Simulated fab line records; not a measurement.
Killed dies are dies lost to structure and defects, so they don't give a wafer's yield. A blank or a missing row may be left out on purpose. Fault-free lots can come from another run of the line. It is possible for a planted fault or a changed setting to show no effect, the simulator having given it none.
fab line records    flow nandHarc
record: lots: 24  wafers: 72  lastDay: 34
route steps=1302 shown A_SLIT@936 A_WL_FILL@976 A_CONTACT@983
lots with no fault: from the same line, run without faults
startH: hours from the record's opening day to when the first of the lot's shown wafers began    waitH: hours from the lot's prior step to this one    " repeats the value in the row above    L1.1+2: a row that stands for several wafers    - no value present, or no start provided    * or withheld: withheld    < > ~ a bound
route shown NAME@n: names a module that has steps shown in the file, with the first one's number in the route    usual: mean and standard deviation over wafers with no fault    same: alike in all rows    chamber/n: place in a boat    sites: each site's reading    _std_site: standard deviation across them    _edge_site: inner sites' mean taken away from outer sites' mean    radiusMm: for every site, how far away it sits from the centre of the wafer    mask NAME#n: copy n    behind: tool/chamber where the wafer was last shaped    hold: why the lot was held/for how many hours/how that ended    device: the transistor (n, p or np) that didn't switch    end of line: tests run on the same wafers once the route is complete    a step with no rows: only its recipe    killed: at the first sort, the dies lost to defects and structure; wafer yield is something else    map: the dies of a wafer, with x for killed, . for not killed, _ for no die there
set.NAME: the setting the step ran with; set.NAME@STEP: the setting that earlier step ran with    model.NAME: the simulator's own value behind a step, which no gauge read
route steps across a sampled set of lots; one table per step, one row per wafer
services: the hour from which a tool's chamber was out of use, counted from the record's first day as startH (under 0 if before that day), plus the number of hours and why
== steps ==
step: NHARC_A_SLIT_DESCUM_14
recipe: timeS: 3  o2FlowSccm: 200  arFlowSccm: 0  biasPowerW: 0  chemistry: O2
usual: drypumpMotorCurrentA: 5.8/0.45  oesProductAu: 0.998/0.0098  rfVppV: 57.8/0.88  showerheadPlenumPTorr: 1.91/0.086  throttleValvePct: 11.310/0.01
lot.wafer  tool        chamber  startH  waitH  drypumpMotorCurrentA  oesProductAu  rfHoursCounterH  rfVppV  showerheadPlenumPTorr  throttleValvePct
L075.2     rieDiel-08  0        463.65  0.1    5.7                   1.008         2.4              58.1    1.97                   11.312
L075.6     "           3        "       "      6.4                   0.988         -                56.8    1.94                   11.339
L075.5     "           0        "       "      5.7                   1.013         -                58.9    1.97                   11.321
L074.3     rieDiel-01  3        465.24  0.1    6.0                   0.987         3.1              58.2    1.95                   11.310
L074.2     "           2        "       "      6.4                   1.013         2.9              58.6    2.02                   11.310
L074.6     "           3        "       "      6.0                   1.005         -                57.7    1.95                   11.296
L076.1     rieDiel-10  1        484.19  0.1    5.3                   0.998         2.6              57.4    1.88                   11.306
L076.3     "           2        "       "      5.4                   0.990         1.1              57.6    2.04                   11.305
L076.5     "           3        "       "      5.4                   0.992         -                59.4    2.05                   11.308
L077.2     rieDiel-01  1        485.76  0.1    5.4                   0.997         3.8              58.1    1.79                   11.310
L077.5     "           1        "       "      5.5                   1.004         -                58.7    1.79                   11.318
L077.6     "           2        "       "      6.4                   1.015         -                58.9    2.02                   11.304
L078.2     rieDiel-08  0        486.01  0.1    5.7                   1.006         4.2              57.1    1.97                   11.316
L078.5     "           2        "       "      5.8                   0.995         -                57.8    1.83                   11.315
L078.6     "           3        "       "      6.4                   0.991         -                58.0    1.94                   11.304
L080.1     rieDiel-08  3        496.54  0.1    6.4                   0.985         6.4              58.3    1.94                   11.315
L080.2     "           1        "       "      6.4                   1.008         7.5              55.9    1.82                   11.303
L080.6     "           2        "       "      5.8                   0.994         -                58.3    1.83                   11.306
L079.1     rieDiel-10  2        525.71  0.1    5.4                   1.003         2.9              58.1    2.03                   11.302
L079.5     "           2        "       "      5.4                   1.009         -                59.3    2.03                   11.304
L079.6     "           3        "       "      5.4                   0.990         -                58.6    2.05                   11.309
L084.3     rieDiel-10  0        537.96  0.1    5.2                   0.992         4.2              58.4    1.83                   11.322
L084.5     "           1        "       "      5.3                   1.001         -                56.2    1.88                   11.314
L084.6     "           2        "       "      5.4                   1.006         -                57.3    2.03                   11.323
L081.2     rieDiel-08  3        539.14  0.1    6.5                   0.992         10.1             56.9    1.94                   11.323
L081.3     "           0        "       "      5.7                   1.014         9.8              57.5    1.96                   11.309
L081.5     "           2        "       "      5.8                   1.011         -                58.0    1.83                   11.315
L083.1     rieDiel-10  0        539.89  0.1    5.2                   0.999         5.1              56.5    1.83                   11.295
L083.3     "           1        "       "      5.3                   0.990         6.0              56.8    1.88                   11.316
L083.6     "           3        "       "      5.4                   1.010         -                59.0    2.05                   11.310
L082.4     rieDiel-08  1        541.83  0.1    6.5                   0.997         11.9             57.7    1.82                   11.313
L082.1     "           2        "       "      5.8                   1.016         11.2             58.3    1.83                   11.311
L082.5     "           0        "       "      5.7                   1.008         -                58.3    1.96                   11.321
L086.2     rieDiel-10  1        562.24  0.1    5.3                   1.012         6.1              56.8    1.88                   11.314
L086.1     "           0        "       "      5.2                   1.008         6.3              57.0    1.83                   11.316
L086.6     "           2        "       "      5.4                   1.004         -                58.2    2.03                   11.308
L085.1     rieDiel-08  1        563.87  0.1    6.4                   0.989         0.2              56.9    1.82                   11.295
L085.2     "           3        "       "      6.5                   0.988         0.2              58.0    1.94                   11.310
L085.3     "           0        "       "      5.7                   0.994         0.2              58.0    1.96                   11.307
L087.2     rieDiel-01  1        585.44  0.1    5.5                   1.020         0.6              57.5    1.79                   11.317
L087.6     "           0        "       "      6.2                   1.005         -                58.1    1.85                   11.321
L087.5     "           1        "       "      5.5                   1.013         -                57.2    1.79                   11.304
L088.2     rieDiel-08  0        585.58  0.1    5.7                   1.012         1.4              56.8    1.96                   11.323
L088.3     "           2        "       "      5.8                   0.995         1.1              58.9    1.83                   11.306
L088.1     "           3        "       "      6.4                   0.992         1.4              57.4    1.94                   11.334
L089.1     rieDiel-08  3        608.02  0.1    6.5                   0.989         3.6              58.2    1.94                   11.308
L089.3     "           1        "       "      6.4                   0.981         1.5              56.9    1.82                   11.302
L089.5     "           2        "       "      5.8                   0.987         -                57.9    1.83                   11.314
L092.1     rieDiel-10  2        615.47  0.1    5.4                   1.019         0.1              57.1    2.03                   11.296
L092.5     "           3        "       "      5.4                   0.988         -                57.8    2.05                   11.299
L092.6     "           0        "       "      5.2                   0.996         -                57.6    1.83                   11.294
L091.2     rieDiel-01  0        618.91  0.1    6.2                   0.990         2.3              57.9    1.85                   11.329
L091.6     "           0        "       "      6.2                   0.978         -                57.9    1.85                   11.293
L091.5     "           1        "       "      5.4                   1.005         -                56.8    1.79                   11.316
L090.3     rieDiel-10  3        619.31  0.1    5.4                   0.981         1.0              57.6    2.05                   11.322
L090.4     "           2        "       "      5.4                   1.009         1.0              58.4    2.03                   11.305
L090.6     "           3        "       "      5.4                   0.984         -                58.7    2.05                   11.293
L093.3     rieDiel-08  0        637.58  0.1    5.7                   1.000         3.9              58.0    1.96                   11.306
L093.1     "           1        "       "      6.5                   0.998         3.1              56.5    1.82                   11.310
L093.6     "           1        "       "      6.5                   0.993         -                58.3    1.82                   11.299
L094.1     rieDiel-08  3        662.64  0.1    6.5                   0.996         6.2              56.9    1.94                   11.304
L094.4     "           2        "       "      5.8                   0.991         -                58.6    1.83                   11.314
L094.3     "           3        "       "      6.5                   0.991         -                58.3    1.94                   11.310
L096.3     rieDiel-10  2        669.60  0.1    5.4                   1.004         -                57.3    2.03                   11.312
L096.4     "           0        "       "      5.2                   0.991         -                57.3    1.83                   11.319
L096.5     "           2        "       "      5.4                   1.007         -                57.2    2.03                   11.313
L095.3     rieDiel-01  1        682.31  0.1    5.4                   1.013         5.5              57.2    1.79                   11.307
L095.2     "           2        "       "      6.3                   1.005         6.7              58.3    2.02                   11.328
L095.1     "           0        "       "      6.2                   0.981         5.4              58.9    1.85                   11.309
L097.1     rieDiel-01  2        693.43  0.1    6.3                   1.009         8.0              58.9    2.02                   11.315
L097.5     "           2        "       "      6.3                   1.016         -                58.5    2.02                   11.313
L097.6     "           3        "       "      6.0                   1.004         -                58.5    1.94                   11.301
step: NHARC_A_WL_FILL_CVD_20
recipe: targetThkA: 1000  tempC: 400  pressureTorr: 40  wf6FlowSccm: 40  h2FlowSccm: 1600  arFlowSccm: 1560  timeS: 74  material: W
usual: heaterPowerW: 821/62  throttleValvePct: 7.8/0.4
lot.wafer  tool     chamber  startH  waitH  heaterPowerW  sinceWetCleanH  throttleValvePct
L074.2     cvdW-01  1        -       -      777           114             7.9
L074.3     "        0        "       "      891           -               7.4
L074.6     "        1        "       "      789           -               7.9
L075.2     cvdW-02  0        -       -      762           31              8.3
L075.5     "        1        "       "      785           -               7.6
L075.6     "        0        "       "      753           -               8.5
L076.1     cvdW-01  0        -       -      914           136             7.4
L076.3     "        0        "       "      882           -               7.6
L076.5     "        0        "       "      920           -               7.6
L077.2     cvdW-02  0        -       -      789           53              8.3
L077.5     "        1        "       "      807           -               7.6
L077.6     "        0        "       "      780           -               8.5
L078.2     cvdW-01  0        -       -      908           144             7.5
L078.6     "        0        "       "      896           -               7.5
L078.5     "        1        "       "      784           -               7.8
L080.1     cvdW-01  1        -       -      802           148             7.9
L080.2     "        0        "       "      902           148             7.6
L080.6     "        1        "       "      796           -               8.4
L079.1     cvdW-02  1        -       -      829           95              7.8
L079.5     "        1        "       "      793           -               7.4
L079.6     "        0        "       "      771           -               8.4
L084.3     cvdW-01  1        -       -      821           -               7.9
L084.5     "        1        "       "      820           -               7.8
L084.6     "        0        "       "      925           -               7.6
L081.2     cvdW-02  0        -       -      764           111             8.5
L081.3     "        0        "       "      781           -               8.4
L081.5     "        1        "       "      800           -               7.6
L082.1     cvdW-01  1        -       -      804           13              7.6
L082.4     "        1        "       "      831           -               7.7
L082.5     "        0        "       "      901           -               7.0
L083.1     cvdW-01  1        -       -      816           21              8.1
L083.3     "        1        "       "      809           -               7.7
L083.6     "        0        "       "      914           -               7.6
L086.1     cvdW-02  0        -       -      770           132             8.6
L086.2     "        1        "       "      800           132             7.9
L086.6     "        0        "       "      769           -               8.9
L085.2     cvdW-01  1        -       -      824           37              7.8
L085.1     "        0        "       "      922           37              7.4
L085.3     "        1        "       "      845           -               7.8
L088.1     cvdW-01  1        -       -      806           56              8.1
L088.2     "        0        "       "      923           56              7.5
L088.3     "        1        "       "      822           -               7.6
L087.2     cvdW-01  1        -       -      814           59              7.8
L087.6     "        0        "       "      903           -               7.4
L087.5     "        1        "       "      824           -               7.7
L089.1     cvdW-01  0        -       -      909           78              7.7
L089.3     "        0        "       "      923           -               7.8
L089.5     "        0        "       "      919           -               7.6
L091.2     cvdW-02  0        -       -      726           5               8.4
L091.6     "        1        "       "      753           -               7.5
L091.5     "        0        "       "      713           -               8.8
L092.1     cvdW-01  1        -       -      800           88              7.8
L092.6     "        0        "       "      912           -               7.6
L092.5     "        1        "       "      827           -               8.0
L090.4     cvdW-02  1        -       -      795           -               7.5
L090.3     "        0        "       "      745           -               8.5
L090.6     "        0        "       "      725           -               8.4
L093.1     cvdW-01  0        -       -      915           107             7.6
L093.3     "        0        "       "      924           -               7.4
L093.6     "        0        "       "      947           -               7.5
L094.1     cvdW-01  1        -       -      814           135             8.1
L094.3     "        0        "       "      915           -               7.8
L094.4     "        1        "       "      799           -               7.9
L096.3     cvdW-02  0        -       -      747           -               8.7
L096.4     "        1        "       "      777           -               7.4
L096.5     "        1        "       "      764           -               7.5
L095.2     cvdW-02  0        -       -      732           69              8.3
L095.1     "        1        "       "      795           69              7.4
L095.3     "        1        "       "      766           -               7.5
L097.1     cvdW-02  0        -       -      741           80              8.5
L097.5     "        1        "       "      783           -               7.5
L097.6     "        0        "       "      704           -               8.2
step: NHARC_A_CONTACT_DEP_24
recipe: targetThkA: 5000  tempC: 400  pressureTorr: 6.5  rfW: 900  teosFlowSccm: 161.4  flowSccm: 2650  targetThkNm: 500  gas: O2  material: SiO2
usual: heaterPowerW: 569/77  rfFwdPowerW: 898.2/2.7  throttleValvePct: 16.0/0.46
lot.wafer  tool      chamber  startH  waitH  heaterPowerW  rfFwdPowerW  sinceWetCleanH  throttleValvePct
L075.2     pecvd-03  0        494.48  0.1    582           895.0        116             15.6
L075.6     "         0        "       "      594           894.9        -               15.6
L075.5     "         1        "       "      620           901.6        -               16.8
L074.2     pecvd-02  0        494.50  0.1    418           897.4        74              15.9
L074.3     "         1        "       "      618           900.5        74              15.7
L074.6     "         2        "       "      578           900.1        -               15.8
L076.1     pecvd-03  2        516.42  0.1    614           897.3        137             16.9
L076.3     "         0        "       "      624           899.3        138             15.7
L076.5     "         0        "       "      643           894.6        -               15.6
L077.2     pecvd-02  2        516.49  0.1    618           900.0        96              15.9
L077.5     "         2        "       "      646           898.4        -               15.9
L077.6     "         0        "       "      457           897.9        -               15.8
L078.2     pecvd-03  2        524.29  0.1    554           901.2        145             16.8
L078.6     "         2        "       "      594           901.1        -               16.9
L078.5     "         1        "       "      549           899.7        -               16.5
L080.2     pecvd-02  0        528.72  0.1    502           894.2        108             16.0
L080.1     "         1        "       "      547           900.2        108             15.7
L080.6     "         2        "       "      551           893.9        -               16.3
L079.1     pecvd-02  2        558.40  0.2    498           896.5        137             15.9
L079.5     "         0        "       "      398           900.4        -               16.1
L079.6     "         2        "       "      556           900.5        -               15.9
L084.3     pecvd-01  1        569.19  0.1    532           895.2        64              15.3
L084.5     "         1        "       "      399           898.5        -               14.9
L084.6     "         0        "       "      635           896.5        -               16.0
L081.3     pecvd-02  2        574.44  0.1    549           901.5        154             16.0
L081.2     "         1        "       "      601           895.0        154             15.5
L081.5     "         0        "       "      401           901.0        -               16.2
L082.1     pecvd-01  0        574.44  0.1    741           897.5        70              16.0
L082.4     "         0        "       "      578           897.5        -               15.7
L082.5     "         1        "       "      484           898.4        -               15.3
L083.3     pecvd-01  2        581.97  0.1    504           897.8        77              15.8
L083.1     "         0        "       "      652           898.3        77              15.9
L083.6     "         1        "       "      484           897.1        -               15.0
L086.1     pecvd-03  2        595.80  0.1    543           893.3        36              16.9
L086.2     "         1        "       "      562           899.7        36              16.1
L086.6     "         1        "       "      587           899.2        -               16.1
L085.1     pecvd-03  0        598.63  0.1    578           896.6        39              15.5
L085.3     "         1        "       "      620           898.7        39              16.0
L085.2     "         2        "       "      636           902.2        39              16.4
L088.1     pecvd-01  1        617.15  0.1    517           898.3        112             15.5
L088.2     "         2        "       "      566           896.4        112             16.0
L088.3     "         0        "       "      731           900.2        112             15.8
L087.2     pecvd-01  0        620.06  0.1    734           897.6        115             15.9
L087.6     "         0        "       "      596           896.8        -               16.3
L087.5     "         1        "       "      389           898.4        -               14.9
L089.1     pecvd-03  1        639.59  0.1    663           903.5        80              16.1
L089.3     "         0        "       "      484           892.4        80              15.7
L089.5     "         2        "       "      666           898.6        -               16.7
L091.2     pecvd-02  2        649.56  0.1    563           896.9        48              16.2
L091.6     "         1        "       "      627           898.5        -               15.5
L091.5     "         2        "       "      588           901.5        -               16.1
L092.1     pecvd-01  0        649.58  0.1    628           900.3        145             16.1
L092.6     "         2        "       "      595           897.0        -               16.0
L092.5     "         1        "       "      519           899.2        -               15.1
L090.3     pecvd-03  1        649.79  0.2    593           896.8        90              16.1
L090.6     "         2        "       "      625           899.9        -               16.3
L090.4     "         0        "       "      583           896.1        -               16.0
L093.3     pecvd-01  2        668.59  0.1    546           900.5        164             15.9
L093.1     "         0        "       "      653           900.3        164             16.0
L093.6     "         0        "       "      687           898.3        -               16.0
L094.1     pecvd-01  1        696.30  0.1    421           898.7        10              15.5
L094.3     "         2        "       "      558           900.3        10              16.3
L094.4     "         0        "       "      720           902.5        -               15.4
L096.3     pecvd-03  2        703.83  0.1    565           899.1        144             16.7
L096.4     "         2        "       "      601           899.8        -               16.8
L096.5     "         1        "       "      632           900.5        -               16.0
L095.2     pecvd-03  1        713.77  0.1    644           895.8        154             16.3
L095.1     "         2        "       "      650           897.4        154             17.0
L095.3     "         0        "       "      614           897.5        154             15.9
L097.1     pecvd-01  2        725.09  0.2    466           895.8        39              16.4
L097.6     "         0        "       "      606           902.4        -               15.5
L097.5     "         2        "       "      504           900.9        -               16.2
step: NHARC_A_CONTACT_DEP_29
recipe: targetThkA: 1000  targetThkNm: 100  tempC: 400  pressureTorr: 3.5  flowSccm: 200  rfW: 350  material: SiON
usual: heaterPowerW: 761/80  rfFwdPowerW: 348.3/1.3
lot.wafer  tool      chamber  startH  waitH  heaterPowerW  rfFwdPowerW  sinceWetCleanH
L075.2     pecvd-02  0        499.34  2.8    716           348.2        78
L075.6     "         1        "       "      837           348.1        -
L075.5     "         2        "       "      800           348.2        -
L074.3     pecvd-02  2        499.94  2.2    753           348.1        79
L074.2     "         0        "       "      669           347.7        79
L074.6     "         1        "       "      783           348.8        -
L076.3     pecvd-03  0        521.30  2.1    841           348.0        142
L076.1     "         2        "       "      828           351.4        142
L076.5     "         1        "       "      780           348.1        -
L077.2     pecvd-02  1        521.34  2.9    752           347.8        100
L077.5     "         1        "       "      760           347.8        -
L077.6     "         2        "       "      722           346.6        -
L078.2     pecvd-01  2        529.19  2.9    657           348.2        24
L078.6     "         0        "       "      930           350.5        -
L078.5     "         2        "       "      679           348.9        -
L080.1     pecvd-03  2        535.20  3.6    830           348.4        156
L080.2     "         0        "       "      743           348.0        156
L080.6     "         1        "       "      755           346.9        -
L079.1     pecvd-02  0        565.69  3.6    657           348.3        145
L079.6     "         1        "       "      848           347.6        -
L079.5     "         2        "       "      834           347.2        -
L084.3     pecvd-02  1        574.12  2.2    783           350.0        153
L084.5     "         2        "       "      813           346.3        -
L084.6     "         1        "       "      811           348.4        -
L081.3     pecvd-02  1        579.43  2.2    693           346.0        158
L081.2     "         2        "       "      806           349.4        158
L081.5     "         2        "       "      813           348.5        -
L082.1     pecvd-03  1        580.10  3.5    718           349.1        20
L082.5     "         1        "       "      740           347.6        -
L082.4     "         0        "       "      817           347.7        -
L083.1     pecvd-03  2        589.28  3.5    847           348.0        29
L083.3     "         0        "       "      730           348.1        29
L083.6     "         1        "       "      808           347.5        -
L086.1     pecvd-03  1        600.70  3.6    863           348.4        41
L086.2     "         0        "       "      820           347.1        41
L086.6     "         2        "       "      845           349.3        -
L085.1     pecvd-01  2        603.57  3.6    660           351.0        99
L085.2     "         0        "       "      830           345.7        99
L085.3     "         1        "       "      677           350.3        99
L088.3     pecvd-01  0        626.36  2.1    946           349.9        121
L088.2     "         1        "       "      638           350.8        121
L088.1     "         2        "       "      668           346.3        121
L087.2     pecvd-03  0        630.15  2.9    800           347.3        70
L087.5     "         0        "       "      813           346.9        -
L087.6     "         1        "       "      772           349.2        -
L089.3     pecvd-01  1        644.61  2.1    693           346.9        140
L089.1     "         0        "       "      884           346.6        140
L089.5     "         0        "       "      910           347.9        -
L091.2     pecvd-03  1        654.27  2.8    811           347.7        94
L091.5     "         1        "       "      825           350.1        -
L091.6     "         2        "       "      839           349.1        -
L092.1     pecvd-02  0        654.41  3.6    637           347.7        52
L092.6     "         1        "       "      811           346.8        -
L092.5     "         0        "       "      600           347.9        -
L090.3     pecvd-01  2        654.61  2.2    693           349.3        150
L090.4     "         1        "       "      590           349.8        -
L090.6     "         2        "       "      683           348.9        -
L093.1     pecvd-02  1        673.37  3.5    712           347.1        71
L093.3     "         0        "       "      678           347.1        71
L093.6     "         0        "       "      702           346.4        -
L094.3     pecvd-03  0        701.14  2.1    812           347.9        141
L094.1     "         2        "       "      851           349.2        141
L094.4     "         2        "       "      839           348.6        -
L096.3     pecvd-02  1        708.77  2.2    776           348.7        107
L096.5     "         0        "       "      603           349.1        -
L096.4     "         1        "       "      792           350.0        -
L095.1     pecvd-02  0        718.64  3.6    687           346.4        117
L095.3     "         1        "       "      764           347.9        117
L095.2     "         2        "       "      802           349.8        117
L097.1     pecvd-01  2        729.90  3.6    679           348.4        44
L097.6     "         0        "       "      803           350.2        -
L097.5     "         2        "       "      670           350.3        -
step: NHARC_A_CONTACT_CD_MEAS_42
recipe: targetCdNm: 300  landingEnergyEv: 500
usual: cdNm: 300.2/0.58
lot.wafer  tool      chamber  startH  waitH  cdNm
L075.2     cdSem-01  0        500.07  -      300.9
L075.5     "         0        "       "      300.8
L075.6     "         0        "       "      301.5
L074.2     cdSem-01  0        500.63  -      301.1
L074.3     "         0        "       "      300.7
L074.6     "         0        "       "      301.5
L076.1     cdSem-01  0        521.90  -      300.7
L076.3     "         0        "       "      301.5
L076.5     "         0        "       "      300.7
L077.2     cdSem-03  0        522.08  -      301.1
L077.5     "         0        "       "      301.0
L077.6     "         0        "       "      300.3
L078.2     cdSem-02  0        529.73  -      299.5
L078.5     "         0        "       "      300.6
L078.6     "         0        "       "      300.2
L080.1     cdSem-03  0        535.77  -      299.4
L080.2     "         0        "       "      299.6
L080.6     "         0        "       "      300.0
L079.1     cdSem-01  0        566.35  -      300.8
L079.5     "         0        "       "      299.4
L079.6     "         0        "       "      300.2
L084.3     cdSem-01  0        574.67  -      300.3
L084.5     "         0        "       "      301.2
L084.6     "         0        "       "      300.0
L081.2     cdSem-02  0        580.14  -      300.1
L081.3     "         0        "       "      299.9
L081.5     "         0        "       "      300.2
L082.1     cdSem-02  0        580.82  -      300.4
L082.4     "         0        "       "      300.1
L082.5     "         0        "       "      301.5
L083.1     cdSem-01  0        590.00  -      299.3
L083.3     "         0        "       "      300.4
L083.6     "         0        "       "      300.2
L086.1     cdSem-01  0        601.42  -      300.4
L086.2     "         0        "       "      301.8
L086.6     "         0        "       "      300.1
L085.1     cdSem-02  0        604.17  -      300.9
L085.2     "         0        "       "      299.6
L085.3     "         0        "       "      300.4
L088.1     cdSem-02  0        627.07  -      300.7
L088.2     "         0        "       "      299.2
L088.3     "         0        "       "      300.0
L087.2     cdSem-03  0        630.84  -      300.2
L087.5     "         0        "       "      300.0
L087.6     "         0        "       "      299.8
L089.1     cdSem-02  0        645.36  -      299.5
L089.3     "         0        "       "      300.0
L089.5     "         0        "       "      299.7
L091.2     cdSem-01  0        654.84  -      300.8
L091.5     "         0        "       "      299.6
L091.6     "         0        "       "      300.7
L092.1     cdSem-03  0        655.08  -      300.2
L092.5     "         0        "       "      300.5
L092.6     "         0        "       "      299.9
L090.3     cdSem-02  0        655.16  -      299.7
L090.4     "         0        "       "      299.9
L090.6     "         0        "       "      299.3
L093.1     cdSem-03  0        673.97  -      300.6
L093.3     "         0        "       "      300.8
L093.6     "         0        "       "      300.4
L094.1     cdSem-02  0        701.86  -      300.2
L094.3     "         0        "       "      300.0
L094.4     "         0        "       "      300.3
L096.3     cdSem-01  0        709.35  -      300.4
L096.4     "         0        "       "      299.6
L096.5     "         0        "       "      300.6
L095.1     cdSem-03  0        719.36  -      300.1
L095.2     "         0        "       "      299.9
L095.3     "         0        "       "      299.7
L097.1     cdSem-02  0        730.57  -      299.7
L097.5     "         0        "       "      300.0
L097.6     "         0        "       "      299.4
step: NHARC_A_CONTACT_DESCUM_47
recipe: timeS: 3  o2FlowSccm: 200  arFlowSccm: 0  biasPowerW: 0  chemistry: O2
usual: drypumpMotorCurrentA: 5.80/0.26  oesProductAu: 1.001/0.01  rfVppV: 57.9/0.91  showerheadPlenumPTorr: 1.93/0.1  throttleValvePct: 11.311/0.0089
lot.wafer  tool        chamber  startH  waitH  drypumpMotorCurrentA  oesProductAu  rfHoursCounterH  rfVppV  showerheadPlenumPTorr  throttleValvePct
L075.2     rieDiel-04  2        500.27  0.1    5.62                  0.999         19               59.3    2.03                   11.309
L075.6     "           0        "       "      5.79                  0.995         -                58.7    2.01                   11.301
L075.5     "           1        "       "      5.49                  0.998         -                58.3    2.02                   11.304
L074.3     rieDiel-04  3        500.82  0.1    5.94                  0.989         22               58.8    1.88                   11.300
L074.2     "           2        "       "      5.62                  1.001         19               58.5    2.03                   11.312
L074.6     "           0        "       "      5.78                  0.971         -                58.9    2.01                   11.315
L076.1     rieDiel-04  3        522.09  0.1    5.94                  0.989         29               57.6    1.88                   11.313
L076.3     "           1        "       "      5.52                  0.996         30               59.1    2.02                   11.312
L076.5     "           3        "       "      5.91                  0.988         -                57.2    1.88                   11.301
L077.2     rieDiel-05  1        522.40  0.2    6.05                  0.990         34               55.6    1.80                   11.317
L077.6     "           1        "       "      6.04                  0.993         -                57.7    1.80                   11.298
L077.5     "           2        "       "      6.12                  1.003         -                59.1    2.03                   11.302
L078.2     rieDiel-04  3        529.91  0.1    5.91                  0.992         30               58.2    1.88                   11.295
L078.5     "           3        "       "      5.93                  0.989         -                56.1    1.88                   11.321
L078.6     "           0        "       "      5.78                  1.004         -                58.4    2.01                   11.307
L080.1     rieDiel-02  2        535.97  0.1    5.10                  1.000         44               57.6    1.77                   11.315
L080.2     "           3        "       "      5.95                  0.999         42               59.0    2.04                   11.316
L080.6     "           1        "       "      5.94                  1.008         -                56.1    1.84                   11.308
L079.1     rieDiel-04  3        566.56  0.1    5.93                  0.989         4                58.6    1.88                   11.313
L079.5     "           1        "       "      5.49                  1.004         -                58.4    2.01                   11.304
L079.6     "           2        "       "      5.63                  0.996         -                57.9    2.03                   11.288
L084.3     rieDiel-04  3        574.85  0.1    5.94                  0.986         6                58.1    1.88                   11.313
L084.5     "           2        "       "      5.63                  0.993         -                57.8    2.03                   11.320
L084.6     "           3        "       "      5.95                  0.983         -                55.2    1.88                   11.296
L081.3     rieDiel-05  0        580.33  0.1    5.83                  0.994         51               57.4    1.78                   11.300
L081.2     "           1        "       "      6.03                  0.997         49               57.8    1.79                   11.302
L081.5     "           3        "       "      5.81                  0.977         -                58.9    1.95                   11.312
L082.4     rieDiel-05  0        581.03  0.1    5.85                  1.003         52               57.0    1.78                   11.315
L082.1     "           1        "       "      6.04                  0.992         49               57.0    1.80                   11.333
L082.5     "           0        "       "      5.84                  1.007         -                56.8    1.78                   11.306
L083.1     rieDiel-02  1        591.15  1.0    5.93                  1.015         3                58.2    1.84                   11.316
L083.3     "           2        "       "      5.09                  1.001         3                56.6    2.08                   11.327
L083.6     "           1        "       "      5.91                  1.016         -                57.3    1.84                   11.304
L086.1     rieDiel-04  2        601.61  0.1    5.62                  1.004         9                58.2    2.03                   11.326
L086.2     "           3        "       "      5.92                  0.981         9                57.4    1.88                   11.300
L086.6     "           0        "       "      5.79                  0.990         -                57.1    2.01                   11.322
L085.3     rieDiel-04  3        604.35  0.1    5.96                  0.988         10               57.7    1.88                   11.295
L085.1     "           0        "       "      5.78                  1.005         11               58.9    2.01                   11.302
L085.2     "           2        "       "      5.60                  1.011         10               56.7    2.03                   11.322
L088.1     rieDiel-05  2        627.27  0.1    6.09                  1.012         11               58.0    2.02                   11.316
L088.3     "           3        "       "      5.85                  1.006         13               58.4    1.95                   11.324
L088.2     "           0        "       "      5.80                  1.008         11               56.4    1.78                   11.307
L087.2     rieDiel-02  0        631.03  0.1    6.20                  1.021         17               55.5    1.78                   11.323
L087.5     "           0        "       "      6.22                  1.014         -                58.6    1.78                   11.305
L087.6     "           1        "       "      5.92                  1.014         -                58.0    1.84                   11.313
L089.3     rieDiel-05  1        645.57  0.1    6.05                  0.998         19               58.3    1.79                   11.311
L089.1     "           2        "       "      6.09                  1.009         17               57.8    2.02                   11.306
L089.5     "           0        "       "      5.83                  0.993         -                57.9    1.78                   11.305
L091.2     rieDiel-04  3        655.06  0.1    5.95                  0.988         18               57.9    1.87                   11.307
L091.6     "           1        "       "      5.50                  1.002         -                59.8    2.01                   11.307
L091.5     "           2        "       "      5.61                  1.010         -                58.8    2.03                   11.305
L092.1     rieDiel-05  0        655.27  0.1    5.83                  1.006         22               57.4    1.77                   11.304
L092.5     "           0        "       "      5.80                  1.005         -                57.8    1.77                   11.317
L092.6     "           1        "       "      6.04                  0.998         -                57.3    1.79                   11.310
L090.4     rieDiel-02  1        655.34  0.1    5.93                  1.012         27               56.6    1.83                   11.321
L090.3     "           0        "       "      6.26                  1.007         27               57.5    1.78                   11.316
L090.6     "           1        "       "      5.90                  1.013         -                57.3    1.83                   11.298
L093.1     rieDiel-04  2        674.15  0.1    5.62                  1.006         21               56.8    2.02                   11.308
L093.3     "           3        "       "      5.91                  0.993         21               57.8    1.87                   11.319
L093.6     "           3        "       "      5.94                  0.982         -                57.9    1.87                   11.306
L094.4     rieDiel-04  2        702.05  0.1    5.61                  1.016         25               58.0    2.02                   11.307
L094.3     "           0        "       "      5.81                  1.013         25               58.0    2.00                   11.316
L094.1     "           1        "       "      5.51                  1.001         21               57.5    2.01                   11.320
L096.4     rieDiel-02  1        709.53  0.1    5.95                  1.011         46               58.2    1.83                   11.317
L096.3     "           2        "       "      5.08                  1.007         50               57.3    2.06                   11.309
L096.5     "           2        "       "      5.09                  1.014         -                58.1    2.06                   11.309
L095.2     rieDiel-04  0        719.56  0.1    5.79                  0.998         0                58.0    2.00                   11.322
L095.3     "           1        "       "      5.54                  0.999         0                58.9    2.01                   11.311
L095.1     "           2        "       "      5.63                  1.010         0                58.1    2.02                   11.308
L097.1     rieDiel-05  0        731.40  0.7    5.83                  0.983         47               58.3    1.77                   11.322
L097.5     "           0        "       "      5.86                  0.994         -                57.8    1.77                   11.316
L097.6     "           1        "       "      6.01                  0.999         -                58.1    1.78                   11.299
== services ==
tool        chamber  startH  hours  kind
rieDiel-08  2        440.64  8.1    repair
cvdW-02     -        450.00  13.0   pm
pecvd-03    -        463.99  0.5    repair
pecvd-02    -        474.54  1.3    repair
pecvd-01    1        477.81  2.2    repair
cvdW-01     1        489.13  1.7    repair
pecvd-01    -        492.00  13.0   pm
pecvd-02    1        506.19  2.2    repair
cvdW-02     1        518.55  5.6    repair
pecvd-01    -        527.35  1.5    repair
rieDiel-04  -        532.41  9.0    pm
rieDiel-08  -        544.80  9.0    pm
pecvd-03    -        547.00  13.0   pm
cvdW-01     -        547.53  13.0   pm
pecvd-02    2        565.82  2.4    repair
pecvd-01    -        572.57  1.1    repair
cvdW-01     -        576.27  0.8    repair
pecvd-02    -        589.00  13.0   pm
pecvd-01    2        671.11  5.5    repair
pecvd-01    -        673.00  13.0   pm
pecvd-02    -        702.27  1.0    repair
rieDiel-04  -        709.41  9.0    pm
pecvd-03    -        728.00  13.0   pm
cvdW-01     -        728.53  13.0   pm
== key ==
fault none
